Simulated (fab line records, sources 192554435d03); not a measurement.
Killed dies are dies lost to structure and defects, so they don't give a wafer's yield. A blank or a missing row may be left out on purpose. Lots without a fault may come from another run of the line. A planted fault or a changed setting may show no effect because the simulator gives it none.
A struck lot beside a sound one | flow n5_finfet | 38 steps out of a route of 1938
Sound: wafers L827.3, L827.5, L827.6. Struck: wafer L814.4. (L814.1, L814.6 of the same lot were not struck and are left out.) The cause comes at the end.
At each step with rows: each side's tool, then ch and its chambers, then its first start. Under that, the readings that differ: sound wafers | struck wafers | difference of the means | sigmas: that difference in standard deviations of wafers without a fault.
alike: readings whose means differ by less than 2 such deviations, and words and numbers that are the same on both sides. not compared: withheld readings, readings that some wafer has no value for, bounds like >300 that may hide the same value, and numbers for which the record gives no deviation and whose values overlap.
The two part at a step that has a row with sigmas, a row that says differs or no value, or rows on one side only. Numbers that don't overlap but have no deviation are shown without sigmas and don't part them. A reading that every wafer of one side lacks parts them only if that side has two wafers or more.

first, 9 steps without rows for these wafers: N5_BEOL_M4_ANNEAL_95 (time 240 s); N5_BEOL_M4_SPUTTER_96 (material Cu, target thk 4.5 nm, time 8.29 s); N5_BEOL_M4_ECD_50 (material Cu, target thk 300 nm); N5_BEOL_M4_ANNEAL_51 (time 90 s); N5_BEOL_M4_CMP_52 (polishes, stops on SiOC, t overpolish 6.8 s, target thk 40 nm); N5_BEOL_M4_PRE_CLEAN_60 (time 15 s); N5_BEOL_M4_CO_CAP_55 (material Co, precursor CCTBA/H2, target thk 2 nm, time 102.1 s); N5_BEOL_M4_PRE_CLEAN_56 (time 15 s); N5_BEOL_M4_DEP_57 (deposits SiCN from 3MS/NH3, target thk 8 nm, time 14 s).
N5_BEOL_M4_RC_MEAS_101:
  sound on prober-02 ch 0, day 13 14:43; struck on prober-02 ch 0, day 9 19:02
  reading        | sound             | struck | difference | sigmas
  DIBL_N (mV/V)  | 39.4 39.6 37.3    | 35.0   | -3.8       | -2
  DIBL_P (mV/V)  | 39.4 40.7 38.1    | 33.3   | -6.1       | -3
  IOFF_N (nA/um) | 0.192 0.196 0.157 | 0.119  | -0.063     | -2
  VT_N (mV)      | 248 247 252       | 257    | +8         | +2
  alike: IOFF_P, ION_N, ION_P, SS_N, SS_P, VT_P
then, 24 steps without rows for these wafers: N5_BEOL_M5_ILD_DEP_00 (deposits SiCOH lowk from DEMS/porogen, target thk 140.64 nm, time 25.9 s); N5_BEOL_M5_CURE_79 (cures SiCOH lowk, time 240 s); N5_BEOL_M5_PECVD_70 (deposits SiO2 from TEOS/O2, target thk 16 nm, time 18 s); N5_BEOL_M5_HM_DEP_02 (deposits TiN, target thk 20 nm); N5_BEOL_M5_COAT_59 (time 60 s, resist thk 60 nm); N5_BEOL_M5_COAT_60 (time 60 s, resist thk 12 nm); N5_BEOL_M5_COAT_71 (time 60 s, resist thk 5 nm); N5_BEOL_M5_COAT_05 (resist thk 30 nm); N5_BEOL_M5_EBR_07; N5_BEOL_M5_SOFTBAKE_06 (time 60 s); N5_BEOL_M5_EXPOSE_08 (exposes mask M5, target cd 28 nm); N5_BEOL_M5_PEB_09 (peb time 60 s); N5_BEOL_M5_DEVELOP_10 (develop time 30 s); N5_BEOL_M5_DESCUM_16 (chemistry O2, time 7 s); N5_BEOL_M5_ETCH_72 (etches underlayer in N2/H2, target depth 6.5 nm, time 5.2 s); N5_BEOL_M5_ETCH_61 (etches SiARC in CF4, target depth 15.6 nm, time 26 s); N5_BEOL_M5_ETCH_62 (etches SOC in N2/H2, target depth 75 nm, overetch 15 nm, time 112.5 s); N5_BEOL_M5_STRIP_63 (strips in N2/H2); N5_BEOL_M5_STRIP_73 (strips in N2/H2); N5_BEOL_M5_STRIP_64 (strips in CF4); N5_BEOL_M5_HM_OPEN_17 (chemistry Cl2/BCl3, target TiN, target depth 20 nm, overetch 6 nm); N5_BEOL_M5_STRIP_19 (strips in O2); N5_BEOL_M5_COAT_65 (time 60 s, resist thk 60 nm); N5_BEOL_M5_COAT_66 (time 60 s, resist thk 12 nm).
-- the record jumps here: 3 days lie between the struck wafers' starts before and after (it left off in module BEOL_M5 and takes up again in module BEOL_M13, whose first step shown is number 1710 of the route) --
N5_BEOL_M13_CMP_49: polishes, stops on SiOC, t overpolish 17.1 s, target thk 420 nm.
  sound on cmp-02 ch 2,3, day 16 13:50; struck on cmp-02 ch 1, day 13 01:36
  reading                      | sound                | struck | difference | sigmas
  barrier_field_endpoint_s (s) | 30.8 29.8 30.3       | 57.6   | +27.3      | +34
  overpolish_run_s (s)         | 17.115 17.100 17.097 | 4.075  | -13.029    | -99 or more
  alike: clearing_platen_down_force_psi, clearing_platen_rpm, head_pressure_psi, motor_current_A
N5_BEOL_M13_THK_MEAS_50: measures by xrf.
  sound on film_metro-01, day 16 14:08; struck on film_metro-02, day 13 01:51
  reading      | sound       | struck | difference | sigmas
  M13_THK (nm) | 429 414 428 | 784    | +360       | +51
N5_BEOL_M13_INSPECT_55: inspects for defects (darkfield).
  sound on defect_inspect-01, day 16 14:17; struck on defect_inspect-02, day 13 02:02
  reading          | sound    | struck | difference | sigmas
  raw_defect_count | 74 77 68 | 3023   | +2950      | +99 or more
N5_PASSIVATION_PROBE_49:
  the record has rows for the struck wafers here (prober-02, day 14 07:30) and none for the sound ones

WHERE THEY PART
First at N5_BEOL_M4_RC_MEAS_101; last, within this record, at N5_PASSIVATION_PROBE_49.

WHY: what the simulator had put in
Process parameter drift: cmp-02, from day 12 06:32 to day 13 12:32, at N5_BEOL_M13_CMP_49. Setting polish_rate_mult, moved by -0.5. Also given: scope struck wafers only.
